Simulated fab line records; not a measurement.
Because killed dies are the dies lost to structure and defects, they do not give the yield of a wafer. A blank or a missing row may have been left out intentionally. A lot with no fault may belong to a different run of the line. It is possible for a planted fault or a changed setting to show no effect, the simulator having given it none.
A struck lot beside a sound one / flow nandHarc / 14 steps out of a route of 1159
Sound: the wafers L122.2, L122.4, L122.6. Struck: wafer L143.4. (L143.5, L143.6 of the same lot were not struck and are left out.) The cause comes at the end.
At each step with rows: each side's tool, then ch and its chambers, then its first start. Under that, the readings that differ: sound wafers / struck wafers / difference of the means / sigmas: that difference in standard deviations of wafers without a fault.
alike: readings with means less than 2 such deviations apart, plus words and numbers identical on both sides. not compared: withheld readings, readings lacking a value on some wafer, bounds such as >300 that could conceal the same value, and numbers that have no deviation in the record and whose values overlap.
The two part at a step that has a row with sigmas, a row that says differs or no value, or rows on one side only. When numbers do not overlap yet have no deviation, they are printed without sigmas and do not part them. A reading missing from all wafers of one side parts the sides only when that side holds two or more wafers.

first, 8 steps without rows for these wafers: NHARC_A_BLC_COAT_02 (time 75 s); NHARC_A_BLC_COAT_03 (time 65 s); NHARC_A_BLC_COAT_04 (resist thk 90 nm); NHARC_A_BLC_SOFTBAKE_05 (time 55 s); NHARC_A_BLC_EBR_06; NHARC_A_BLC_EXPOSE_07 (exposes mask A BLC, target cd 100 nm); NHARC_A_BLC_PEB_08 (peb time 65 s); NHARC_A_BLC_DEVELOP_09 (develop time 35 s).
NHARC_A_BLC_CD_MEAS_10: target cd 100 nm.
  sound on cdSem-02 ch 0, day 18 08:11; struck on cdSem-02 ch 0, day 22 17:23
  alike: cdNm
NHARC_A_BLC_OVL_MEAS_11:
  sound on overlay-02, day 18 08:16; struck on overlay-01, day 22 17:29
  alike: overlayXNm, overlayYNm
NHARC_A_BLC_INSPECT_12:
  sound on defectInspect-02, day 18 08:18; struck on defectInspect-02, day 22 17:31
  alike: rawDefectCount
NHARC_A_BLC_DESCUM_15: chemistry O2, time 3 s.
  sound on rieDiel-09 ch 1,2, day 18 08:22; struck on rieDiel-09 ch 3, day 22 17:36
reading=showerheadPlenumPTorr (Torr); sound=1.89 2.03 2.03; struck=1.80; difference=-0.18; sigmas=-2
  alike: drypumpMotorCurrentA, oesProductAu, rfVppV, throttleValvePct
  not compared: rfHoursCounterH
NHARC_A_BLC_ETCH_16: etches the open film in CF4, target depth 39 nm, time 65 s.
  sound on rieDiel-09 ch 0,3, day 18 08:27; struck on rieDiel-09 ch 3, day 22 17:40
reading=oesProductAu (a.u.); sound=0.997 1.012 1.008; struck=0.841; difference=-0.165; sigmas=-25
reading=throttleValvePct (%); sound=13.267 13.278 13.271; struck=13.296; difference=+0.024; sigmas=+3
  alike: drypumpMotorCurrentA, rfVppV, showerheadPlenumPTorr
  not compared: rfHoursCounterH
NHARC_A_BLC_ETCH_17: etches the open film in N2/H2, target depth 390 nm, time 609.38 s.
  sound on rieDiel-09 ch 1,3; struck on rieDiel-09 ch 1
  alike: drypumpMotorCurrentA, oesProductAu, rfVppV, showerheadPlenumPTorr, throttleValvePct
  not compared: rfHoursCounterH

== WHERE THEY PART ==
Earliest at NHARC_A_BLC_DESCUM_15; latest, in this record, at NHARC_A_BLC_ETCH_16. Later steps at which nothing parts them and some readings are alike: NHARC_A_BLC_ETCH_17.

WHY: whatever the simulator had introduced
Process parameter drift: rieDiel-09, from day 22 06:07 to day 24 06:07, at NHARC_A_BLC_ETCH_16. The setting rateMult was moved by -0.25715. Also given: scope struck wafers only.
